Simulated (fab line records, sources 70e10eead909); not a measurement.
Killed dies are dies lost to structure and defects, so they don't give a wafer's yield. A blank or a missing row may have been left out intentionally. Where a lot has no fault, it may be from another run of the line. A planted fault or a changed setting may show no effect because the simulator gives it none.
Matching of chambers + flow nandHarc + 4 sister chambers for NHARC_A_STAIRCASE_CMP_472 on cmp-02
The step polishes SiO2. 18 wafers are shown with their chamber, then 9 later ones without.

== EACH WAFER AND ITS CHAMBER ==
| wafer  | chamber | motorCurrentA (A) | slurryFilterDpKPa (kPa) | retainingRingPressureFrac |
|--------|---------|-------------------|-------------------------|---------------------------|
| L075.2 | 3       | 12.5              | 13.62                   | 0.999                     |
| L075.3 | 1       | 13.3              | 13.77                   | 0.997                     |
| L075.4 | 0       | 12.9              | 13.77                   | 0.995                     |
| L078.1 | 3       | 12.3              | 13.60                   | 1.003                     |
| L078.3 | 2       | 11.2              | 13.46                   | 0.996                     |
| L078.5 | 3       | 12.1              | 13.46                   | 1.003                     |
| L079.1 | 0       | 12.8              | 13.18                   | 0.998                     |
| L079.5 | 0       | 12.6              | 13.31                   | 1.005                     |
| L079.6 | 1       | 13.1              | 13.68                   | 1.009                     |
| L083.1 | 3       | 12.8              | 13.54                   | 1.000                     |
| L083.2 | 1       | 14.0              | 13.68                   | 1.002                     |
| L083.6 | 2       | 10.8              | 13.51                   | 1.010                     |
| L087.4 | 3       | 12.8              | 13.56                   | 1.004                     |
| L087.5 | 1       | 13.5              | 13.52                   | 1.001                     |
| L087.6 | 2       | 11.3              | 13.55                   | 1.005                     |
| L085.2 | 0       | 12.3              | 13.68                   | 0.999                     |
| L085.3 | 3       | 12.0              | 13.46                   | 0.999                     |
| L085.6 | 0       | 13.4              | 13.39                   | 0.996                     |

SIGNATURES, as means of the wafers listed above
| reading                   | chamber 0 | chamber 1 | chamber 2 | chamber 3 | scatter within a chamber |
|---------------------------|-----------|-----------|-----------|-----------|--------------------------|
| motorCurrentA             | 12.800    | 13.475    | 11.100    | 12.417    | 0.362                    |
| slurryFilterDpKPa         | 13.4660   | 13.6625   | 13.5067   | 13.5400   | 0.149                    |
| retainingRingPressureFrac | 0.99860   | 1.00225   | 1.00367   | 1.00133   | 0.00433                  |
Rule: for a wafer and a chamber, the distance is found by dividing, reading by reading, the gap between the wafer's reading and the chamber's mean by the reading's scatter, squaring, summing and taking the root. If the next closest chamber is less than 2 further off than the closest, the wafer can't be placed; otherwise it belongs to the closest. The scatter is the square root of a quotient: the sum, over the shown wafers, of each reading's squared deviation from its chamber's mean, divided by wafers minus chambers.

== WAFERS WHOSE CHAMBER IS MISSING ==
| wafer  | motorCurrentA (A) | slurryFilterDpKPa (kPa) | retainingRingPressureFrac |
|--------|-------------------|-------------------------|---------------------------|
| L088.2 | 12.6              | 13.42                   | 0.999                     |
| L088.4 | 11.9              | 13.45                   | 1.005                     |
| L088.5 | 13.2              | 13.35                   | 1.004                     |
| L093.1 | 11.6              | 13.65                   | 0.988                     |
| L093.3 | 12.9              | 13.61                   | 0.999                     |
| L093.4 | 13.6              | 13.39                   | 1.001                     |
| L096.1 | 11.9              | 13.29                   | 1.003                     |
| L096.2 | 13.2              | 13.47                   | 1.010                     |
| L096.4 | 11.1              | 13.52                   | 1.002                     |

== WHICH CHAMBER EACH WENT THROUGH ==
| wafer  | from the rows above          | in truth |
|--------|------------------------------|----------|
| L088.2 | can't be placed: 0 or 3      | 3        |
| L088.4 | can't be placed: 3 or 2 or 0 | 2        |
| L088.5 | can't be placed: 0 or 1 or 3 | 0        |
| L093.1 | can't be placed: 3 or 2 or 0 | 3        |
| L093.3 | can't be placed: 0 or 3 or 1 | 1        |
| L093.4 | can't be placed: 1 or 0 or 3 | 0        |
| L096.1 | can't be placed: 3 or 2 or 0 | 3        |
| L096.2 | can't be placed: 1 or 0 or 3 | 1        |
| L096.4 | 2                            | 2        |
1 of 9 placed correctly. Unplaceable from these rows: 8, with the true chamber sitting among the candidates in 8. Number placed wrongly: 0.
